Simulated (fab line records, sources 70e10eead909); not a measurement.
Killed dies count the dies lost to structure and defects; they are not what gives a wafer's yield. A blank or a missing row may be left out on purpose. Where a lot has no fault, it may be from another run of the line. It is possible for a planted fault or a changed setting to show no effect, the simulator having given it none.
Struck lot and sound lot, side by side || flow nandHarc || 11 out of 1159 route steps
Sound: these wafers, L733.2, L733.3, L733.4. Wafers struck: L729.1, L729.2, L729.6. At the end, the cause is stated.
For every step that has rows: the tool of each side, followed by ch and its chambers, followed by its first start. Under that, the readings that differ: sound wafers || struck wafers || difference of the means || sigmas: that difference in standard deviations of wafers without a fault.
alike: words and numbers the same on both sides, and readings whose means are apart by under 2 such deviations; not compared: readings that were withheld, readings missing a value for some wafer, numbers with overlapping values and no deviation given by the record, and bounds like >300 which may hide the same value.
The two part at a step that has a row with sigmas, a row that says differs or no value, or rows on one side only. Numbers that have no deviation but don't overlap get no sigmas and don't part them. A reading that every wafer of one side lacks parts them only if that side has two wafers or more.

first, 1 step without rows for these wafers: NHARC_A_WL_FILL_CVD_23 (deposits poly-Si, target thk 40 nm, time 800 s).
NHARC_A_WL_FILL_ETCHBACK_26: etches the open film in HBr, target depth 52 nm, time 13.3 s.
  sound on rieSi-05 ch 0,1,2, day 19 07:32; struck on rieSi-04 ch 0,1,3, day 18 19:38
  alike: drypumpMotorCurrentA, oesProductAu, rfFwdPowerW, throttleValvePct
  not compared: rfHoursCounterH
then, 2 steps without rows for these wafers: NHARC_A_WL_FILL_PRECLEAN_30 (cleans in dHF, time 10 s); NHARC_A_WL_FILL_SRD_14.
NHARC_A_WL_FILL_ALD_19: deposits TiN, target thk 2 nm, pulse time 3 s, ald cycles 100.
  sound on aldMetal-04 ch 1,2,3, day 19 07:49; struck on aldMetal-02 ch 0,1,2, day 18 19:53
  alike: heaterPowerW, precursorPulseHeightRel
NHARC_A_WL_FILL_CVD_20: deposits W, target thk 75 nm, time 5064 s.
  sound: cvdW-02 ch 0,1; struck: cvdW-02 ch 0,1
  alike: heaterPowerW, mfcWf6Sccm, throttleValvePct
NHARC_A_WL_FILL_CMP_12: polishes, t overpolish 30 s, target thk 75 nm.
  sound on cmp-03 ch 1,2,3, day 19 14:08; struck on cmp-04 ch 1,2,3, day 19 01:13
  alike: motorCurrentA, overpolishRunS, timeToEndpointS
following that, these wafers have no rows for 1 step: NHARC_A_WL_FILL_SRD_31.
NHARC_A_WL_FILL_INSPECT_15:
  sound on defectInspect-02 at day 19 14:38; struck on defectInspect-01 at day 19 01:40
  alike: rawDefectCount
NHARC_A_CONTACT_DEP_24: deposits SiO2, target thk 500 nm.
  sound on pecvd-02 ch 0,2, day 19 14:42; struck on pecvd-02 ch 0,1, day 19 02:20
  alike: heaterPowerW, rfFwdPowerW, throttleValvePct
-- break in the record here, with 3 days between the starts of the struck wafers on either side (left off in module A_CONTACT, picked up again in module END, where the first step shown is number 1159 on the route) --
NHARC_END_SORT_01:
  here the record holds rows for the struck wafers (prober-01 ch 0, day 22 05:48) but none for the sound ones

## WHERE THEY PART
Only at NHARC_END_SORT_01, within this record.

WHY: the cause the simulator had injected
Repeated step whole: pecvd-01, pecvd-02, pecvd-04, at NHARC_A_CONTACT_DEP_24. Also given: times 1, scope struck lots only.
